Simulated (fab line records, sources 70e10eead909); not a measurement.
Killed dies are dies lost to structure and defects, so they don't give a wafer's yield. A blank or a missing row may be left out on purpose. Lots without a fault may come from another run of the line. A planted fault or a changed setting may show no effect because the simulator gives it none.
fab line records | flow nand_harc
record lots=6 wafers=18 last_day=23
route steps=1159 shown A_CONTACT@871 END@1159
lots that met no fault: from a run of the same line without faults
start_h: hours from the record's first day to the start of the lot's first wafer shown | wait_h: hours since the lot's step before | " the same as in the row above | L1.1+2: a row that stands for several wafers | - no value, or no start given | * or withheld: withheld | < > ~ a bound
route shown NAME@n: a module of which the file shows steps, and the number in the route of the first | usual: mean/standard deviation of fault-free wafers | same: alike in all rows | chamber/n: place in a boat | sites: the reading at each site | _std_site: their standard deviation | _edge_site: outer sites' mean less inner sites' | radius_mm: how far each site lies from the wafer's centre | mask NAME#n: copy n | behind: the tool/chamber that last shaped the wafer | hold: why the lot was held/for how many hours/how that ended | device: the transistor (n, p or np) that didn't switch | end of line: the same wafers' tests at the end of the route | a step without rows: its recipe alone | killed: dies lost to structure and defects at the first sort, not the wafer's yield | map: a wafer's dies, x killed, . not, _ none there
set.NAME: the setting as run; set.NAME@STEP: as run at that earlier step | model.NAME: the simulator's own value behind a step, which no gauge read
lots at some steps of the route; a table a step, a row a wafer
services: from which hour (start_h, from the record's first day; less than 0 if before it) a tool's chamber was out of use, for how many hours, and why
## steps
# step NHARC_A_CONTACT_ETCH_120
# recipe source_w=withheld pressure_mtorr=20 bias_v=3000 time_s=94 target_depth_a=9220 ar_flow_sccm=withheld c4f8_flow_sccm=withheld o2_flow_sccm=withheld chemistry=C4F8/O2/Ar
# step NHARC_A_CONTACT_ETCH_121
# recipe source_w=withheld pressure_mtorr=20 bias_v=3000 time_s=94 target_depth_a=9220 ar_flow_sccm=withheld c4f8_flow_sccm=withheld o2_flow_sccm=withheld chemistry=C4F8/O2/Ar
# step NHARC_A_CONTACT_ETCH_122
# recipe source_w=withheld pressure_mtorr=20 bias_v=3000 time_s=95 target_depth_a=9300 ar_flow_sccm=withheld c4f8_flow_sccm=withheld o2_flow_sccm=withheld chemistry=C4F8/O2/Ar
# step NHARC_A_CONTACT_ETCH_123
# recipe source_w=withheld pressure_mtorr=20 bias_v=400 time_s=253 target_depth_a=10900 ar_flow_sccm=withheld c4f8_flow_sccm=11.5 o2_flow_sccm=7.2 chemistry=C4F8/O2/Ar
# usual oes_air_line_au=0.994/0.019
# columns lot.wafer tool chamber start_h wait_h oes_air_line_au rf_hours_counter_h
L661.2 har_cap_etch-03 1 378.00 0.1 1.001 84
L661.4 " 1 " " 1.010 -
L661.3 " 0 " " 0.977 -
L660.1 har_cap_etch-03 0 385.39 0.1 0.932 86
L660.3 " 0 " " 0.970 -
L660.5 " 1 " " 1.010 -
L664.1 har_cap_etch-02 1 408.84 0.1 1.024 15
L664.3 " 0 " " 1.014 -
L664.4 " 1 " " 1.009 -
L665.2 har_cap_etch-02 0 422.13 0.1 1.023 16
L665.4 " 0 " " 0.992 -
L665.3 " 1 " " 1.026 -
L675.2 har_cap_etch-03 0 467.40 0.1 0.988 98
L675.4 " 1 " " 0.997 -
L675.5 " 0 " " 1.023 -
L674.2 har_cap_etch-01 0 469.47 0.1 0.992 73
L674.3 " 0 " " 0.975 -
L674.4 " 1 " " 0.988 -
# step NHARC_A_CONTACT_ETCH_90
# recipe target_depth_a=400 over_etch_frac=0.5 time_s=85.7 ion_energy_ev=120 ch3f_flow_sccm=50 o2_flow_sccm=30 ar_flow_sccm=200 rf_w=500 bias_w=100 chemistry=CH3F/O2
# step NHARC_A_CONTACT_ETCH_96
# recipe target_depth_a=200 over_etch_frac=0.5 time_s=10 ion_energy_ev=250 c4f6_flow_sccm=25 o2_flow_sccm=20 ar_flow_sccm=500 rf_w=600 bias_w=500 chemistry=C4F6/O2
# step NHARC_A_CONTACT_CD_MEAS_53
# usual cd_nm=189.8/0.86
# columns lot.wafer tool chamber start_h wait_h cd_nm
L661.2 cd_sem-03 - 378.82 - 190.1
L661.3 " - " " 190.2
L661.4 " - " " 190.4
L660.1 cd_sem-03 - 386.15 - 190.1
L660.3 " - " " 189.6
L660.5 " - " " 190.0
L664.1 cd_sem-01 - 409.61 - 190.2
L664.3 " - " " 190.1
L664.4 " - " " 190.2
L665.2 cd_sem-03 - 422.94 - 190.6
L665.3 " - " " 190.2
L665.4 " - " " 191.0
L675.2 cd_sem-01 - 468.17 - 190.0
L675.4 " - " " 190.1
L675.5 " - " " 190.6
L674.2 cd_sem-01 - 470.29 - 189.5
L674.3 " - " " 189.2
L674.4 " - " " 190.0
# step NHARC_A_CONTACT_STRIP_99
# recipe n2_flow_sccm=150 h2_flow_sccm=150 ar_flow_sccm=0 bias_w=0 chemistry=N2/H2
# step NHARC_A_CONTACT_STRIP_100
# recipe cf4_flow_sccm=100 chf3_flow_sccm=30 ar_flow_sccm=0 bias_w=0 chemistry=CF4/CHF3
# step NHARC_A_CONTACT_STRIP_101
# recipe o2_flow_sccm=400 cos_flow_sccm=20 ar_flow_sccm=0 bias_w=0 chemistry=O2/COS
# step NHARC_A_CONTACT_ETCH_102
# recipe target_depth_a=700 overetch_a=70 time_s=38.5 ion_energy_ev=100 cf4_flow_sccm=80 o2_flow_sccm=20 ar_flow_sccm=0 rf_w=300 bias_w=100 chemistry=CF4/O2
# step NHARC_A_CONTACT_STRIP_55
# recipe o2_flow_sccm=500 ar_flow_sccm=0 bias_w=0 chemistry=O2
# step NHARC_A_CONTACT_STRIP_56
# recipe time_s=600 temp_c=30 chemistry=post_etch_residue_remover
# columns lot.wafer tool chamber start_h wait_h
L661.4+3+2 wet_bench-03 5,6,7 379.58 -
L660.3+5+1 wet_bench-06 7,2,3 386.83 -
L664.1+4+3 wet_bench-03 2,4,5 410.29 -
L665.3+4+2 wet_bench-03 3,6,7 424.46 -
L675.4+5+2 wet_bench-04 4,5,6 468.85 -
L674.3+2+4 wet_bench-04 1,3,4 470.97 -
# step NHARC_A_CONTACT_DEP_57
# recipe target_thk_a=28000 temp_c=400 material=aC
# step NHARC_A_CONTACT_DEP_58
# recipe target_thk_a=600 target_thk_nm=60 temp_c=400 pressure_torr=3.5 flow_sccm=200 rf_w=350 material=SiON
# step NHARC_A_CONTACT_DEHYDRATE_59
# recipe temp_c=150 time_s=120
# step NHARC_A_CONTACT_HMDS_60
# recipe time_s=30
# step NHARC_A_CONTACT_COAT_61
# recipe temp_c=260 time_s=75
# step NHARC_A_CONTACT_COAT_62
# recipe temp_c=225 time_s=65
# step NHARC_A_CONTACT_COAT_63
# recipe spin_rpm=1500 resist_thk_nm=90
# step NHARC_A_CONTACT_SOFTBAKE_64
# recipe temp_c=105 time_s=55
# step NHARC_A_CONTACT_EBR_65
# step NHARC_A_CONTACT_EXPOSE_66
# recipe na=1.35 sigma_outer=0.8 dose_mj=59.02 mask_id=A_CC_2
# step NHARC_A_CONTACT_PEB_67
# recipe peb_temp_c=100 peb_time_s=65
# step NHARC_A_CONTACT_DEVELOP_68
# recipe develop_time_s=35 dev_temp_c=23
# step NHARC_A_CONTACT_CD_MEAS_69
# recipe target_cd_nm=200 landing_energy_ev=500
# usual cd_nm=200.2/0.4
# same landing_energy_ev=500
# columns lot.wafer tool chamber start_h wait_h cd_nm
L661.2 cd_sem-02 0 382.92 - 200.5
L661.3 " 0 " " 199.8
L661.4 " 0 " " 199.8
L660.1 cd_sem-01 0 389.54 - 199.7
L660.3 " 0 " " 199.6
L660.5 " 0 " " 199.2
L664.1 cd_sem-01 0 415.54 - 200.1
L664.3 " 0 " " 200.4
L664.4 " 0 " " 200.2
L665.2 cd_sem-01 0 427.21 - 200.2
L665.3 " 0 " " 199.9
L665.4 " 0 " " 199.9
L675.2 cd_sem-03 0 472.18 - 199.8
L675.4 " 0 " " 200.1
L675.5 " 0 " " 200.7
L674.2 cd_sem-02 0 473.90 - 200.5
L674.3 " 0 " " 199.7
L674.4 " 0 " " 200.1
# step NHARC_A_CONTACT_OVL_MEAS_70
# usual overlay_x_nm=-0.1/0.62 overlay_y_nm=0.0/0.74
# columns lot.wafer tool chamber start_h wait_h overlay_x_nm overlay_y_nm
L661.2 overlay-01 - 383.01 - -0.4 1.3
L661.3 " - " " -0.5 1.0
L661.4 " - " " -0.3 1.1
L660.1 overlay-01 - 389.62 - 0.5 -0.4
L660.3 " - " " 0.0 0.0
L660.5 " - " " 0.0 -0.3
L664.1 overlay-01 - 415.62 - -0.1 -1.0
L664.3 " - " " -0.3 -0.7
L664.4 " - " " -0.2 -0.7
L665.2 overlay-02 - 427.29 - 0.3 0.0
L665.3 " - " " 0.7 0.6
L665.4 " - " " 0.8 0.5
L675.2 overlay-01 - 472.27 - 0.0 0.5
L675.4 " - " " -0.7 0.5
L675.5 " - " " -0.8 0.1
L674.2 overlay-01 - 473.98 - 0.4 -0.7
L674.3 " - " " 0.5 -0.1
L674.4 " - " " 0.5 -0.1
# step NHARC_A_CONTACT_DESCUM_74
# recipe time_s=3 o2_flow_sccm=200 ar_flow_sccm=0 bias_power_w=0 chemistry=O2
# usual drypump_motor_current_A=5.8/0.53 oes_product_au=1.000/0.0076 rf_vpp_V=57.8/0.83 showerhead_plenum_p_Torr=1.93/0.086 throttle_valve_pct=11.311/0.0093
# columns lot.wafer tool chamber start_h wait_h drypump_motor_current_A oes_product_au rf_hours_counter_h rf_vpp_V showerhead_plenum_p_Torr throttle_valve_pct
L661.4 rie_diel-06 1 383.12 0.1 5.4 1.001 26 57.9 1.78 11.288
L661.2 " 2 " " 5.0 1.010 27 58.4 2.01 11.311
L661.3 " 0 " " 5.3 1.002 25 57.0 1.89 11.308
L660.3 rie_diel-06 3 389.73 0.1 6.6 0.996 29 58.3 2.00 11.312
L660.1 " 1 " " 5.4 0.986 28 57.2 1.78 11.311
L660.5 " 2 " " 5.1 1.004 - 59.3 2.00 11.323
L664.1 rie_diel-06 2 415.72 0.1 5.1 1.000 32 57.4 2.00 11.302
L664.4 " 0 " " 5.3 1.007 29 59.1 1.88 11.315
L664.3 " 1 " " 5.4 0.993 30 57.0 1.78 11.317
L665.2 rie_diel-06 3 427.40 0.1 6.6 1.010 0 57.6 2.00 11.307
L665.4 " 0 " " 5.3 0.999 0 57.6 1.88 11.309
L665.3 " 1 " " 5.4 0.996 0 58.6 1.78 11.306
L675.2 rie_diel-06 1 472.37 0.1 5.4 1.003 9 57.6 1.77 11.319
L675.4 " 2 " " 5.0 1.001 9 57.1 2.00 11.306
L675.5 " 1 " " 5.4 0.998 - 55.8 1.77 11.310
L674.4 rie_diel-06 3 474.08 0.1 6.7 0.996 9 58.1 2.00 11.311
L674.3 " 1 " " 5.4 0.990 9 57.5 1.77 11.312
L674.2 " 2 " " 5.0 0.996 9 58.5 2.00 11.320
# step NHARC_A_CONTACT_ETCH_75
# recipe target_depth_a=390 over_etch_frac=0.3 time_s=65 ion_energy_ev=80 cf4_flow_sccm=150 ar_flow_sccm=0 rf_w=300 bias_w=100 chemistry=CF4
# usual cf4_flow_sccm=150.0/0.45 drypump_motor_current_A=5.8/0.54 oes_product_au=0.999/0.0081 rf_vpp_V=151.4/1.3 showerhead_plenum_p_Torr=1.79/0.073 throttle_valve_pct=13.282/0.0081
# columns lot.wafer tool chamber start_h wait_h cf4_flow_sccm drypump_motor_current_A oes_product_au rf_hours_counter_h rf_vpp_V showerhead_plenum_p_Torr throttle_valve_pct
L661.4 rie_diel-06 0 383.27 0.1 150.1 5.3 1.000 25 149.9 1.74 13.266
L661.2 " 2 " " 150.4 5.0 1.008 27 152.7 1.85 13.293
L661.3 " 3 " " 150.4 6.6 0.999 28 152.7 1.85 13.262
L660.1 rie_diel-06 0 389.81 0.1 149.7 5.3 1.010 26 152.2 1.74 13.286
L660.3 " 2 " " 150.2 5.0 0.995 29 150.5 1.85 13.278
L660.5 " 3 " " 150.0 6.6 0.987 - 153.1 1.85 13.284
L664.1 rie_diel-06 2 415.81 0.1 149.5 5.0 1.011 32 151.6 1.85 13.279
L664.4 " 3 " " 150.0 6.6 0.996 33 152.4 1.84 13.289
L664.3 " 0 " " 150.1 5.3 1.008 29 150.4 1.74 13.286
L665.3 rie_diel-06 3 427.47 0.1 150.0 6.6 1.012 0 153.9 1.84 13.281
L665.4 " 0 " " 150.4 5.3 1.004 0 149.7 1.74 13.276
L665.2 " 1 " " 150.1 5.4 1.009 0 149.5 1.65 13.278
L675.4 rie_diel-06 1 472.58 0.2 150.0 5.4 0.995 9 149.7 1.65 13.275
L675.2 " 3 " " 149.4 6.6 1.002 8 151.4 1.84 13.293
L675.5 " 1 " " 149.4 5.4 1.006 - 149.2 1.65 13.283
L674.3 rie_diel-06 1 474.17 0.1 150.2 5.4 1.003 9 149.4 1.65 13.277
L674.4 " 3 " " 150.0 6.6 1.009 9 151.8 1.84 13.281
L674.2 " 0 " " 150.6 5.3 1.001 9 151.3 1.74 13.271
# step NHARC_A_CONTACT_ETCH_76
# recipe target_depth_a=2600 over_etch_frac=0.3 time_s=475.3 ion_energy_ev=200 n2_flow_sccm=150 h2_flow_sccm=150 ar_flow_sccm=0 rf_w=400 bias_w=150 chemistry=N2/H2
# step NHARC_A_CONTACT_ETCH_77
# recipe target_depth_a=726 time_s=36.3 cf4_flow_sccm=100 chf3_flow_sccm=30 ar_flow_sccm=0 rf_w=500 bias_w=200 chemistry=CF4/CHF3
# step NHARC_A_CONTACT_ETCH_78
# recipe target_depth_a=28000 over_etch_frac=0.3 time_s=728 ion_energy_ev=150 o2_flow_sccm=400 cos_flow_sccm=20 ar_flow_sccm=0 rf_w=500 bias_w=300 chemistry=O2/COS
# step NHARC_A_CONTACT_ETCH_124
# recipe source_w=withheld pressure_mtorr=20 bias_v=withheld time_s=140 target_depth_a=7000 ar_flow_sccm=withheld c4f8_flow_sccm=withheld o2_flow_sccm=withheld chemistry=C4F8/O2/Ar
# usual oes_air_line_au=1.001/0.021
# columns lot.wafer tool chamber start_h wait_h oes_air_line_au rf_hours_counter_h
L661.2 har_cap_etch-01 1 384.34 - 0.986 59
L661.3 " 1 " " 0.968 -
L661.4 " 0 " " 0.997 -
L660.1 har_cap_etch-02 1 390.84 - 0.965 12
L660.3 " 1 " " 1.004 -
L660.5 " 1 " " 0.966 -
L664.1 har_cap_etch-03 1 416.89 - 1.010 89
L664.3 " 0 " " 1.006 -
L664.4 " 1 " " 1.050 -
L665.2 har_cap_etch-01 0 428.60 - 0.990 65
L665.3 " 0 " " 0.991 -
L665.4 " 1 " " 0.985 -
L675.2 har_cap_etch-02 1 473.65 - 0.999 24
L675.4 " 0 " " 1.016 -
L675.5 " 1 " " 1.043 -
L674.2 har_cap_etch-03 1 475.41 - 1.010 99
L674.4 " 0 " " 1.022 -
L674.3 " 1 " " 1.011 -
# step NHARC_A_CONTACT_ETCH_125
# recipe source_w=withheld pressure_mtorr=20 bias_v=1200 time_s=155 target_depth_a=9560 ar_flow_sccm=withheld c4f8_flow_sccm=withheld o2_flow_sccm=withheld chemistry=C4F8/O2/Ar
# step NHARC_A_CONTACT_ETCH_126
# recipe source_w=withheld pressure_mtorr=20 bias_v=1200 time_s=155 target_depth_a=9560 ar_flow_sccm=withheld c4f8_flow_sccm=withheld o2_flow_sccm=withheld chemistry=C4F8/O2/Ar
# step NHARC_A_CONTACT_ETCH_127
# recipe source_w=withheld pressure_mtorr=20 bias_v=1200 time_s=155 target_depth_a=9560 ar_flow_sccm=withheld c4f8_flow_sccm=withheld o2_flow_sccm=withheld chemistry=C4F8/O2/Ar
# step NHARC_A_CONTACT_ETCH_128
# recipe source_w=withheld pressure_mtorr=20 bias_v=1200 time_s=155 target_depth_a=9560 ar_flow_sccm=withheld c4f8_flow_sccm=withheld o2_flow_sccm=withheld chemistry=C4F8/O2/Ar
# step NHARC_A_CONTACT_ETCH_129
# recipe source_w=withheld pressure_mtorr=20 bias_v=1200 time_s=155 target_depth_a=9560 ar_flow_sccm=withheld c4f8_flow_sccm=withheld o2_flow_sccm=withheld chemistry=C4F8/O2/Ar
# step NHARC_A_CONTACT_ETCH_130
# recipe source_w=withheld pressure_mtorr=20 bias_v=1200 time_s=155 target_depth_a=9560 ar_flow_sccm=withheld c4f8_flow_sccm=withheld o2_flow_sccm=withheld chemistry=C4F8/O2/Ar
# usual oes_air_line_au=1.003/0.021
# columns lot.wafer tool chamber start_h wait_h oes_air_line_au rf_hours_counter_h
L661.2 har_cap_etch-01 1 385.25 0.1 1.021 60
L661.3 " 1 " " 0.995 -
L661.4 " 0 " " 0.965 -
L660.1 har_cap_etch-02 1 391.75 0.1 0.987 13
L660.3 " 1 " " 0.983 -
L660.5 " 1 " " 0.982 -
L664.1 har_cap_etch-03 1 417.79 0.1 0.960 90
L664.3 " 0 " " 0.993 -
L664.4 " 1 " " 1.013 -
L665.2 har_cap_etch-01 0 429.50 0.1 0.997 66
L665.3 " 0 " " 1.019 -
L665.4 " 1 " " 1.005 -
L675.2 har_cap_etch-02 1 474.55 0.1 0.992 25
L675.4 " 0 " " 0.995 -
L675.5 " 1 " " 1.000 -
L674.2 har_cap_etch-03 1 476.31 0.1 1.057 100
L674.4 " 0 " " 0.978 -
L674.3 " 1 " " 1.016 -
# step NHARC_A_CONTACT_ETCH_131
# recipe source_w=withheld pressure_mtorr=20 bias_v=1200 time_s=155 target_depth_a=9560 ar_flow_sccm=withheld c4f8_flow_sccm=withheld o2_flow_sccm=withheld chemistry=C4F8/O2/Ar
# step NHARC_A_CONTACT_ETCH_132
# recipe source_w=withheld pressure_mtorr=20 bias_v=1200 time_s=156 target_depth_a=9580 ar_flow_sccm=withheld c4f8_flow_sccm=withheld o2_flow_sccm=withheld chemistry=C4F8/O2/Ar
# step NHARC_END_SORT_01
# recipe temp_c=25
# usual killed_at_array=31/12 killed_at_other=0.6/0.85 killed_at_periphery=3.0/2.3 killed_dies=35/12 killed_open=3.2/1.9 killed_short=1.8/1.4
# same gross_dies=677
# columns lot.wafer tool chamber start_h wait_h killed_at_array killed_at_other killed_at_periphery killed_dies killed_open killed_short
L664.1 prober-02 0 472.54 2.6 60 2 4 66 6 2
L664.3 prober-02 0 474.13 3.1 90 1 6 97 10 1
L664.4 prober-02 0 474.93 3.4 70 1 6 77 1 1
L665.2 prober-02 0 501.74 2.8 101 2 2 105 2 2
L665.3 prober-02 0 502.54 3.1 95 1 4 100 3 2
L665.4 prober-02 0 503.34 3.4 101 0 3 104 2 0
# killed by level:class
L664.1 A_CONTACT:unspecified=39 A_CHANNEL_HOLE_D1:chamber_film_flake=5 A_CONTACT:chamber_film_flake=4 A_ONON_D1:geometric_particle:open=3 A_STAIRCASE:chamber_film_flake=3 A_SLIT:chamber_film_flake=3 A_M0:geometric_particle:open=2 THIN_TSV:chamber_film_flake=2
L664.3 A_CONTACT:unspecified=71 A_CONTACT:chamber_film_flake=4 A_ONON_D1:geometric_particle:open=3 A_CONTACT:geometric_particle:open=3 A_SLIT:chamber_film_flake=3 P_STI:geometric_particle:open=2 P_M2:chamber_film_flake=2 A_STAIRCASE:chamber_film_flake=2
L664.4 A_CONTACT:unspecified=59 P_M2:chamber_film_flake=4 A_CHANNEL_HOLE_D1:chamber_film_flake=3 P_GATE:chamber_film_flake=2 A_STAIRCASE:chamber_film_flake=2 A_SLIT:chamber_film_flake=2 A_CONTACT:chamber_film_flake=2 A_CHANNEL_FILL_D1:geometric_particle:open=1
L665.2 A_CONTACT:unspecified=65 A_SLIT:chamber_film_flake=12 A_STAIRCASE:chamber_film_flake=8 A_CONTACT:chamber_film_flake=8 A_WL_FILL:chamber_film_flake=3 A_CHANNEL_HOLE_D1:chamber_film_flake=2 P_GATE:geometric_particle:open=1 A_ONON_D1:geometric_particle:open=1
L665.3 A_CONTACT:unspecified=63 A_STAIRCASE:chamber_film_flake=13 A_SLIT:chamber_film_flake=10 A_CONTACT:chamber_film_flake=3 P_M0:geometric_particle:open=1 P_M1:geometric_particle:short=1 A_SGD_CUT:geometric_particle:open=1 A_M0:geometric_particle:open=1
L665.4 A_CONTACT:unspecified=73 A_SLIT:chamber_film_flake=9 A_STAIRCASE:chamber_film_flake=7 A_CONTACT:chamber_film_flake=5 A_CHANNEL_HOLE_D1:chamber_film_flake=5 P_STI:geometric_particle:open=1 A_SGD_CUT:geometric_particle:open=1 P_STI:chamber_film_flake=1
# map L664.3 (x killed, . not)
____________.____________
_________x......_________
_______..........._______
______.....x.......______
_____..............._____
____....x............____
____..xx.............____
___x..xx..............___
___.xxxx..............___
__.xxxxxx..x...........__
__xxxxxxxx.............__
_.xxxxxxxx......x......._
_xxxxxxxx......x........_
_.xxxxxxx......x......x._
_xxxxxxxx........x......_
_.x.xxxx.x.............._
.x.xxxxxx................
....xxx..................
xx.....x.......x.........
......x......x........x..
...........xx............
_....................x.._
_......................._
_......................._
_....................xx._
_......................._
__.....................__
__.........x...........__
___...................___
___........x..........___
____.x...............____
____.................____
_____..............._____
______...x.........______
_______..x........_______
_________......._________
____________x____________
# map L665.2 (x killed, . not)
____________.____________
_________......._________
_______..........._______
______.........x...______
_____..............._____
____.x...............____
____x.xx.............____
___x...x..x..........x___
___xxxx.x.............___
__xxxxxxx..............__
__xxxxxxx........x.....__
_xxxxxxx.........x.x...._
_.xxxxxxx.x............._
_x.xxxxxx.............x._
_xxxxxxx.......x........_
_.xxxxxxx.x....x.xx....._
.x.xxxx.......x..x.......
...xxx.x.........xx......
....xx.............x...x.
.....x.........x.xx..x...
.........................
_......x......x........._
_......................x_
_..x........x..........._
_......................._
_..........x............_
__.....................__
__.....................__
___...................___
___......x............___
____.................____
____.................____
_____......x........_____
______.............______
_______..........._______
_________xx....._________
____________.____________
## services
# columns tool chamber start_h hours kind
wet_bench-03 - 371.25 8.0 pm
rie_diel-06 0 372.72 - clean
rie_diel-06 1 372.72 - clean
rie_diel-06 2 372.72 - clean
rie_diel-06 3 372.72 - clean
rie_diel-06 0 397.37 - clean
rie_diel-06 1 397.37 - clean
rie_diel-06 2 397.37 - clean
rie_diel-06 3 397.37 - clean
rie_diel-06 - 418.20 9.0 pm
rie_diel-06 0 418.20 9.0 vent_cycle
rie_diel-06 1 418.20 9.0 vent_cycle
rie_diel-06 2 418.20 9.0 vent_cycle
rie_diel-06 3 418.20 9.0 vent_cycle
rie_diel-06 0 427.20 - clean
rie_diel-06 1 427.20 - clean
rie_diel-06 2 427.20 - clean
rie_diel-06 3 427.20 - clean
rie_diel-06 0 451.70 - clean
rie_diel-06 1 451.70 - clean
rie_diel-06 2 451.70 - clean
rie_diel-06 3 451.70 - clean
wet_bench-03 - 473.19 0.8 repair
rie_diel-06 3 475.93 7.0 repair
## key
first_sign step=NHARC_END_SORT_01 reading=killed_dies direction=up sigmas=4.9 usual=35 struck=92
effect step=NHARC_END_SORT_01 reading=killed_at_array direction=up sigmas=4.7 usual=31 struck=86
more_kills_born_at NHARC_A_CONTACT_STRIP_56@wet_bench-03=370
met_at NHARC_A_CONTACT_STRIP_56
struck_wafers L664.1,L664.3,L664.4,L665.2,L665.3,L665.4
tester_left_out L664,L665
onset_between 379.58 410.29
also_fits NHARC_A_CONTACT_ETCH_123:har_cap_etch-02
fault kind=chamber_particle_source tool=wet_bench-03 chamber=- onset_h=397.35 steps=NHARC_A_CONTACT_STRIP_56 rate_per_visit_cm2=0.39452 end_h=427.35
# tester_left_out: of these lots the tester's yield and bins aren't shown, on N5 and GAA mostly nor the transistor test; their killed dies are dies lost to structure and defects alone, not to doping, threshold or leakage, so they don't give the yield
